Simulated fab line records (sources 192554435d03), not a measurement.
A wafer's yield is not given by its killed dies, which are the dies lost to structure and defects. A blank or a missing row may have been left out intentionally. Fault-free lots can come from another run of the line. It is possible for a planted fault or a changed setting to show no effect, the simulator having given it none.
Matching of chambers | flow n5_finfet | N5_MIM_BOT_ETCH_ETCH_04 on rie_diel-02: 4 sister chambers
The step etches SiNx in CF4/O2, target depth 26 nm, time 13 s. 14 wafers are shown with their chamber, then 7 later ones without.

## WAFERS PAIRED WITH THEIR CHAMBERS
wafer  | chamber | showerhead_plenum_p_Torr (Torr) | drypump_motor_current_A (A) | rf_vpp_V (V)
L074.3 | 0       | 2.15                            | 6.1                         | 241.9
L074.4 | 3       | 2.31                            | 6.6                         | 239.8
L074.6 | 1       | 2.15                            | 5.6                         | 243.9
L075.3 | 3       | 2.31                            | 6.5                         | 241.5
L075.4 | 2       | 2.12                            | 5.7                         | 236.1
L075.5 | 2       | 2.12                            | 5.7                         | 235.6
L081.1 | 2       | 2.11                            | 5.6                         | 235.4
L081.3 | 0       | 2.15                            | 6.2                         | 242.4
L081.4 | 1       | 2.15                            | 5.6                         | 244.8
L093.1 | 1       | 2.14                            | 5.6                         | 244.5
L093.3 | 3       | 2.29                            | 6.6                         | 241.8
L093.6 | 3       | 2.29                            | 6.6                         | 239.8
L092.1 | 0       | 2.14                            | 6.1                         | 242.6
L092.2 | 3       | 2.29                            | 6.6                         | 240.7

SIGNATURES (averages over the wafers above)
reading                  | chamber 0 | chamber 1 | chamber 2 | chamber 3 | scatter within a chamber
showerhead_plenum_p_Torr | 2.1467    | 2.1467    | 2.1167    | 2.2980    | 0.00825
drypump_motor_current_A  | 6.133     | 5.600     | 5.667     | 6.580     | 0.0462
rf_vpp_V                 | 242.300   | 244.400   | 235.700   | 240.720   | 0.664
Rule: for each reading, subtract the chamber's mean from the wafer's reading, divide by that reading's scatter and square the result; add these up over the readings and take the root, which gives the wafer's distance from the chamber. If the next closest chamber is less than 2 further off than the closest, the wafer can't be placed; otherwise it belongs to the closest. The scatter: the root of (the sum of the squares of (reading less its chamber's mean) over the shown wafers, divided by (wafers less chambers)).

## WAFERS WITHOUT THEIR CHAMBER
wafer  | showerhead_plenum_p_Torr (Torr) | drypump_motor_current_A (A) | rf_vpp_V (V)
L092.3 | 2.10                            | 5.7                         | 234.1
L092.4 | 2.14                            | 5.6                         | 244.1
L092.5 | 2.14                            | 5.6                         | 244.4
L092.6 | 2.10                            | 5.7                         | 235.1
L094.2 | 2.10                            | 5.7                         | 234.8
L094.4 | 2.29                            | 6.6                         | 240.7
L094.5 | 2.14                            | 6.1                         | 241.1

## THE CHAMBER EACH PASSED THROUGH
wafer  | from the rows above | in truth
L092.3 | 2                   | 2
L092.4 | 1                   | 1
L092.5 | 1                   | 1
L092.6 | 2                   | 2
L094.2 | 2                   | 2
L094.4 | 3                   | 3
L094.5 | 0                   | 0
Correct placement for 7 of the 7. Not placeable from these rows: 0. Number placed wrongly: 0.
